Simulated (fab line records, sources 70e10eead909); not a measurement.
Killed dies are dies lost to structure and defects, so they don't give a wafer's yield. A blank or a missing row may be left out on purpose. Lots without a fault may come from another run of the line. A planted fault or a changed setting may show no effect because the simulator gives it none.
fab line records | flow nand_harc
record lots=7 wafers=21 last_day=33
route steps=1302 shown P_GATE@120 END@1302
lots that met no fault: from a run of the same line without faults
start_h: hours from the record's first day to the start of the lot's first wafer shown | wait_h: hours since the lot's step before | " the same as in the row above | L1.1+2: a row that stands for several wafers | - no value, or no start given | * or withheld: withheld | < > ~ a bound
route shown NAME@n: a module of which the file shows steps, and the number in the route of the first | usual: mean/standard deviation of fault-free wafers | same: alike in all rows | chamber/n: place in a boat | sites: the reading at each site | _std_site: their standard deviation | _edge_site: outer sites' mean less inner sites' | radius_mm: how far each site lies from the wafer's centre | mask NAME#n: copy n | behind: the tool/chamber that last shaped the wafer | hold: why the lot was held/for how many hours/how that ended | device: the transistor (n, p or np) that didn't switch | end of line: the same wafers' tests at the end of the route | a step without rows: its recipe alone | killed: dies lost to structure and defects at the first sort, not the wafer's yield | map: a wafer's dies, x killed, . not, _ none there
set.NAME: the setting as run; set.NAME@STEP: as run at that earlier step | model.NAME: the simulator's own value behind a step, which no gauge read
lots at some steps of the route; a table a step, a row a wafer
services: from which hour (start_h, from the record's first day; less than 0 if before it) a tool's chamber was out of use, for how many hours, and why
## steps
# step NHARC_P_GATE_PEB_09
# recipe peb_temp_c=118 peb_time_s=85
# step NHARC_P_GATE_DEVELOP_10
# recipe time_s=70
# step NHARC_P_GATE_CD_MEAS_11
# recipe target_cd_nm=1640 landing_energy_ev=500
# usual cd_nm=1639.9/2.2
# columns lot.wafer tool chamber start_h wait_h cd_nm
L706.3 cd_sem-03 0 82.55 - 1637.1
L706.4 " 0 " " 1641.2
L706.5 " 0 " " 1641.5
L714.2 cd_sem-03 0 162.88 - 1641.1
L714.3 " 0 " " 1634.5
L714.6 " 0 " " 1638.4
L718.1 cd_sem-01 0 202.31 - 1640.4
L718.3 " 0 " " 1640.4
L718.6 " 0 " " 1638.0
L719.3 cd_sem-03 0 208.57 - 1641.6
L719.4 " 0 " " 1638.1
L719.6 " 0 " " 1640.6
L721.2 cd_sem-01 0 237.85 - 1642.5
L721.3 " 0 " " 1638.3
L721.4 " 0 " " 1643.9
L726.1 cd_sem-02 0 279.49 - 1640.7
L726.4 " 0 " " 1639.6
L726.6 " 0 " " 1641.6
L728.2 cd_sem-01 0 297.51 - 1644.6
L728.3 " 0 " " 1642.5
L728.5 " 0 " " 1642.7
# step NHARC_P_GATE_HARDBAKE_12
# recipe temp_c=125 time_s=80
# step NHARC_P_GATE_DESCUM_13
# recipe time_s=3 o2_flow_sccm=200 ar_flow_sccm=0 bias_power_w=0 chemistry=O2
# usual drypump_motor_current_A=5.8/0.49 oes_product_au=1.000/0.014 rf_vpp_V=57.8/0.97 showerhead_plenum_p_Torr=1.94/0.098 throttle_valve_pct=11.312/0.0086
# columns lot.wafer tool chamber start_h wait_h drypump_motor_current_A oes_product_au rf_hours_counter_h rf_vpp_V showerhead_plenum_p_Torr throttle_valve_pct
L706.3 rie_diel-09 3 82.71 - 5.3 1.001 4 58.0 2.02 11.307
L706.4 " 1 " " 5.2 1.015 4 59.4 2.06 11.309
L706.5 " 3 " " 5.3 1.006 - 57.4 2.02 11.313
L714.3 rie_diel-08 1 163.04 - 5.9 1.025 9 56.4 1.82 11.300
L714.2 " 0 " " 5.6 1.013 7 58.2 2.06 11.306
L714.6 " 1 " " 5.9 1.023 - 57.1 1.82 11.315
L718.3 rie_diel-08 2 202.49 - 6.5 1.006 0 57.6 1.98 11.321
L718.1 " 3 " " 6.3 0.992 0 57.8 2.01 11.314
L718.6 " 2 " " 6.5 1.010 - 57.1 1.98 11.320
L719.3 rie_diel-09 2 208.72 - 6.7 0.997 3 56.8 1.87 11.317
L719.4 " 1 " " 5.2 0.991 2 59.1 2.06 11.335
L719.6 " 2 " " 6.7 0.992 - 57.3 1.87 11.314
L721.3 rie_diel-10 0 238.01 - 5.6 1.019 9 58.8 2.02 11.314
L721.2 " 2 " " 4.9 1.000 10 58.9 1.82 11.291
L721.4 " 3 " " 5.8 1.015 9 57.8 1.90 11.300
L726.1 rie_diel-09 3 279.66 - 5.3 0.966 10 59.6 2.02 11.305
L726.4 " 0 " " 5.9 1.022 8 58.6 2.02 11.307
L726.6 " 3 " " 5.3 0.980 - 58.0 2.02 11.316
L728.3 rie_diel-10 1 297.67 - 5.7 1.013 1 57.8 1.78 11.301
L728.2 " 2 " " 4.8 0.981 1 57.6 1.82 11.328
L728.5 " 1 " " 5.7 1.014 - 56.8 1.78 11.324
# step NHARC_P_GATE_ETCH_14
# recipe target_depth_a=488 chemistry=dHF material=SiO2
# step NHARC_P_GATE_STRIP_15
# recipe time_s=780 temp_c=130 chemistry=SPM
# step NHARC_P_GATE_PRECLEAN_71
# recipe time_s=* temp_c=50 bath_age_min=0 chemistry=SC1
# step NHARC_P_GATE_SRD_72
# step NHARC_P_GATE_OXIDE_16
# recipe target_thk_a=30 temp_c=875 ox_time_s=392 material=SiO2
# step NHARC_P_GATE_CVD_17
# recipe target_thk_a=1500 temp_c=620 time_s=900 material=poly-Si
# step NHARC_P_GATE_HM_DEP_102
# recipe target_thk_a=1200 temp_c=400 material=aC
# usual throttle_valve_pct=34.999/0.0094
# columns lot.wafer tool chamber start_h wait_h throttle_valve_pct
L706.3 acl_dep-03 0 95.68 0.6 34.987
L706.4 " 0 " " 34.996
L706.5 " 0 " " 34.996
L714.2 acl_dep-03 0 176.18 0.6 35.020
L714.3 " 0 " " 35.004
L714.6 " 0 " " 35.020
L718.1 acl_dep-01 0 215.31 0.4 34.990
L718.3 " 0 " " 34.989
L718.6 " 0 " " 34.985
L719.3 acl_dep-01 0 224.38 3.3 34.996
L719.4 " 0 " " 35.007
L719.6 " 0 " " 34.986
L721.2 acl_dep-03 0 258.43 6.8 34.999
L721.3 " 0 " " 34.994
L721.4 " 0 " " 34.996
L726.1 acl_dep-03 0 295.38 2.3 35.006
L726.4 " 0 " " 35.001
L726.6 " 0 " " 35.011
L728.2 acl_dep-02 0 316.34 6.3 35.002
L728.3 " 0 " " 35.009
L728.5 " 0 " " 34.984
# step NHARC_P_GATE_DEP_103
# recipe target_thk_a=300 target_thk_nm=30 temp_c=400 flow_sccm=200 rf_w=350 material=SiON
# usual heater_power_w=719/75
# columns lot.wafer tool chamber start_h wait_h heater_power_w
L706.3 pecvd-01 2 96.21 0.4 822
L706.4 " 2 " " 841
L706.5 " 0 " " 732
L714.3 pecvd-03 2 176.77 0.4 532
L714.2 " 0 " " 753
L714.6 " 0 " " 747
L718.1 pecvd-01 1 215.97 0.6 764
L718.3 " 1 " " 767
L718.6 " 1 " " 750
L718.1 pecvd-01 1 216.42 0.4 770
L718.3 " 1 " " 778
L718.6 " 1 " " 764
L719.4 pecvd-01 1 224.91 0.3 775
L719.3 " 0 " " 709
L719.6 " 0 " " 751
L719.4 pecvd-01 1 227.95 3.0 773
L719.3 " 0 " " 711
L719.6 " 0 " " 708
L721.3 pecvd-04 1 258.99 0.3 785
L721.2 " 0 " " 735
L721.4 " 0 " " 728
L721.3 pecvd-04 1 259.35 0.3 770
L721.2 " 0 " " 726
L721.4 " 0 " " 717
L726.1 pecvd-03 1 296.09 0.6 616
L726.6 " 0 " " 772
L726.4 " 2 " " 525
L728.2 pecvd-04 2 316.93 0.5 760
L728.3 " 0 " " 729
L728.5 " 1 " " 731
# step NHARC_P_GATE_DEHYDRATE_18
# recipe temp_c=150 time_s=120
# step NHARC_END_SORT_01
# recipe temp_c=25
# usual killed_at_array=63/27 killed_at_other=0.7/1.2 killed_at_periphery=3.1/2 killed_dies=67/28 killed_open=3.0/1.9 killed_short=2.2/1.5
# same gross_dies=677
# columns lot.wafer tool chamber start_h wait_h killed_at_array killed_at_other killed_at_periphery killed_dies killed_open killed_short
L706.3 prober-01 0 572.53 3.1 95 1 1 97 0 6
L706.4 prober-01 0 573.34 3.4 98 0 2 100 3 0
L706.5 prober-01 0 574.16 3.8 78 0 0 78 2 1
L714.2 prober-02 0 645.13 2.8 132 1 6 139 5 3
L714.3 prober-02 0 645.92 3.1 98 1 2 101 1 1
L714.6 prober-02 0 648.28 3.9 126 0 3 129 2 4
L718.6 prober-02 0 673.58 4.0 28 0 2 30 3 5
L719.3 prober-01 0 700.84 3.1 38 0 1 39 1 1
L719.4 prober-01 0 701.64 3.4 43 0 0 43 4 3
L719.6 prober-01 0 703.23 4.0 49 0 1 50 3 1
L721.2 prober-01 0 740.36 2.8 79 0 2 81 3 3
L721.3 prober-01 0 741.17 3.1 77 0 3 80 3 6
L721.4 prober-01 0 741.98 3.4 73 0 7 80 10 6
L726.1 prober-01 0 765.21 2.5 31 1 2 34 2 1
L726.4 prober-01 0 767.60 3.4 31 0 1 32 2 0
L726.6 prober-01 0 769.19 4.0 24 1 2 27 1 3
# killed by level:class
L706.3 A_CHANNEL_HOLE_D1:chamber_film_flake=31 A_CHANNEL_HOLE_D2:chamber_film_flake=31 A_SLIT:chamber_film_flake=18 A_CHANNEL_FILL_D2:chamber_film_flake=6 A_CONTACT:chamber_film_flake=3 A_ONON_D2:geometric_particle:short=2 A_CHANNEL_FILL_D1:geometric_particle:short=1 A_DECK1_JOINT:geometric_particle:short=1
L706.4 A_CHANNEL_HOLE_D1:chamber_film_flake=29 A_SLIT:chamber_film_flake=27 A_CHANNEL_HOLE_D2:chamber_film_flake=27 A_CHANNEL_FILL_D2:chamber_film_flake=6 P_STI:chamber_film_flake=2 A_STAIRCASE:chamber_film_flake=2 A_WL_FILL:chamber_film_flake=2 A_CONTACT:chamber_film_flake=2
L706.5 A_SLIT:chamber_film_flake=29 A_CHANNEL_HOLE_D1:chamber_film_flake=27 A_CHANNEL_HOLE_D2:chamber_film_flake=13 A_CHANNEL_FILL_D2:chamber_film_flake=3 A_CONTACT:chamber_film_flake=2 A_CHANNEL_HOLE_D2:geometric_particle:short=1 A_CONTACT:geometric_particle:open=1 A_M1:geometric_particle:open=1
L714.2 A_SLIT:chamber_film_flake=38 A_CHANNEL_HOLE_D2:chamber_film_flake=34 A_CHANNEL_HOLE_D1:chamber_film_flake=33 A_STAIRCASE:chamber_film_flake=11 A_CONTACT:chamber_film_flake=8 A_DECK1_JOINT:geometric_particle:open=2 P_ZERO_WELL:chamber_film_flake=2 P_STI:geometric_particle:short=1
L714.3 A_SLIT:chamber_film_flake=35 A_CHANNEL_HOLE_D1:chamber_film_flake=23 A_CHANNEL_HOLE_D2:chamber_film_flake=15 A_CONTACT:chamber_film_flake=11 A_STAIRCASE:chamber_film_flake=9 A_ONON_D2:geometric_particle:short=1 A_CHANNEL_HOLE_D2:geometric_particle:open=1 P_ZERO_WELL:chamber_film_flake=1
L714.6 A_CHANNEL_HOLE_D1:chamber_film_flake=37 A_SLIT:chamber_film_flake=37 A_CHANNEL_HOLE_D2:chamber_film_flake=32 A_STAIRCASE:chamber_film_flake=7 A_CONTACT:chamber_film_flake=5 A_M0:chamber_film_flake=2 P_GATE:geometric_particle:short=1 P_M0:geometric_particle:open=1
L718.6 A_CHANNEL_HOLE_D1:chamber_film_flake=6 A_CONTACT:chamber_film_flake=4 A_SLIT:chamber_film_flake=3 A_DECK1_JOINT:chamber_film_flake=3 A_ONON_D1:geometric_particle:short=2 A_STAIRCASE:chamber_film_flake=2 A_BLC:chamber_film_flake=2 P_M1:geometric_particle:short=1
L719.3 A_CHANNEL_HOLE_D2:chamber_film_flake=19 A_CHANNEL_HOLE_D1:chamber_film_flake=8 A_CONTACT:chamber_film_flake=7 A_CHANNEL_FILL_D1:geometric_particle:short=1 A_CHANNEL_FILL_D2:geometric_particle:open=1 P_CONTACT:chamber_film_flake=1 A_STAIRCASE:chamber_film_flake=1 A_SLIT:chamber_film_flake=1
L719.4 A_CHANNEL_HOLE_D2:chamber_film_flake=19 A_CONTACT:chamber_film_flake=8 A_CHANNEL_HOLE_D1:chamber_film_flake=3 A_SLIT:chamber_film_flake=3 A_ONON_D1:geometric_particle:open=2 A_STAIRCASE:chamber_film_flake=2 A_ONON_D1:geometric_particle:short=1 A_CHANNEL_FILL_D1:geometric_particle:short=1
L719.6 A_CHANNEL_HOLE_D2:chamber_film_flake=25 A_CONTACT:chamber_film_flake=10 A_CHANNEL_HOLE_D1:chamber_film_flake=5 A_SLIT:chamber_film_flake=4 P_GATE:geometric_particle:open=1 A_CHANNEL_FILL_D1:geometric_particle:open=1 A_SGD_CUT:geometric_particle:open=1 A_WL_FILL:geometric_particle:short=1
L721.2 A_CHANNEL_HOLE_D1:chamber_film_flake=33 A_CHANNEL_HOLE_D2:chamber_film_flake=25 A_CONTACT:chamber_film_flake=7 A_CHANNEL_FILL_D2:chamber_film_flake=3 A_SLIT:chamber_film_flake=3 A_WL_FILL:geometric_particle:short=2 A_WL_FILL:chamber_film_flake=2 P_CONTACT:geometric_particle:open=1
L721.3 A_CHANNEL_HOLE_D1:chamber_film_flake=30 A_CHANNEL_HOLE_D2:chamber_film_flake=23 A_SLIT:chamber_film_flake=6 A_CONTACT:chamber_film_flake=4 A_CHANNEL_FILL_D1:geometric_particle:short=2 A_CHANNEL_FILL_D2:geometric_particle:short=2 A_CHANNEL_FILL_D2:chamber_film_flake=2 A_STAIRCASE:chamber_film_flake=2
L721.4 A_CHANNEL_HOLE_D1:chamber_film_flake=30 A_CHANNEL_HOLE_D2:chamber_film_flake=19 A_CONTACT:chamber_film_flake=5 A_ONON_D2:geometric_particle:short=3 A_CHANNEL_HOLE_D2:geometric_particle:short=2 A_WL_FILL:geometric_particle:open=2 A_M0:geometric_particle:open=2 P_ZERO_WELL:chamber_film_flake=2
L726.1 A_CHANNEL_HOLE_D1:chamber_film_flake=16 A_SLIT:chamber_film_flake=4 A_STAIRCASE:chamber_film_flake=3 A_DECK1_JOINT:chamber_film_flake=2 A_WL_FILL:chamber_film_flake=2 P_M0:geometric_particle:open=1 A_SGD_CUT:geometric_particle:open=1 A_WL_FILL:geometric_particle:short=1
L726.4 A_CHANNEL_HOLE_D1:chamber_film_flake=19 A_SLIT:chamber_film_flake=6 A_STAIRCASE:chamber_film_flake=2 A_SGD_CUT:geometric_particle:open=1 A_M0:geometric_particle:open=1 P_M1:chamber_film_flake=1 A_DECK1_JOINT:chamber_film_flake=1 A_CONTACT:chamber_film_flake=1
L726.6 A_CHANNEL_HOLE_D1:chamber_film_flake=11 A_SLIT:chamber_film_flake=6 A_SGD_CUT:geometric_particle:short=2 A_CONTACT:chamber_film_flake=2 P_CONTACT:geometric_particle:short=1 P_CONTACT:geometric_particle:open=1 A_DECK1_JOINT:chamber_film_flake=1 A_CHANNEL_HOLE_D2:chamber_film_flake=1
## services
# columns tool chamber start_h hours kind
rie_diel-10 - 65.50 9.0 pm
rie_diel-08 3 70.03 8.3 repair
rie_diel-08 0 75.70 11.4 repair
rie_diel-09 - 81.11 1.2 repair
pecvd-01 0 81.80 2.5 repair
pecvd-04 - 88.00 13.0 pm
rie_diel-08 0 95.94 3.1 repair
rie_diel-08 3 101.68 4.7 repair
rie_diel-08 0 107.53 1.4 repair
rie_diel-09 0 116.93 11.8 repair
rie_diel-09 1 118.70 6.0 repair
rie_diel-08 3 119.12 6.4 repair
rie_diel-10 2 119.71 7.3 repair
acl_dep-03 - 119.76 13.0 pm
rie_diel-08 0 124.87 10.0 repair
rie_diel-08 1 126.29 4.6 repair
pecvd-01 - 130.34 13.0 pm
rie_diel-09 - 143.10 9.0 pm
pecvd-04 - 143.21 2.2 repair
pecvd-01 2 210.51 18.0 repair
pecvd-04 1 267.86 4.9 repair
pecvd-04 - 269.00 13.0 pm
acl_dep-03 - 301.24 13.0 pm
pecvd-01 - 311.38 13.0 pm
## key
first_sign step=NHARC_P_GATE_DEP_103 reading=visit direction=added
effect none on later readings
met_at NHARC_P_GATE_DEP_103
struck_wafers L718.1,L718.3,L718.6,L719.3,L719.4,L719.6,L721.2,L721.3,L721.4
tester_left_out L718,L719,L721
fault kind=repeated_step_whole tool=pecvd-01,pecvd-03,pecvd-04 chamber=- onset_h=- steps=NHARC_P_GATE_DEP_103 times=1 scope=struck_lots_only
# tester_left_out: of these lots the tester's yield and bins aren't shown, on N5 and GAA mostly nor the transistor test; their killed dies are dies lost to structure and defects alone, not to doping, threshold or leakage, so they don't give the yield
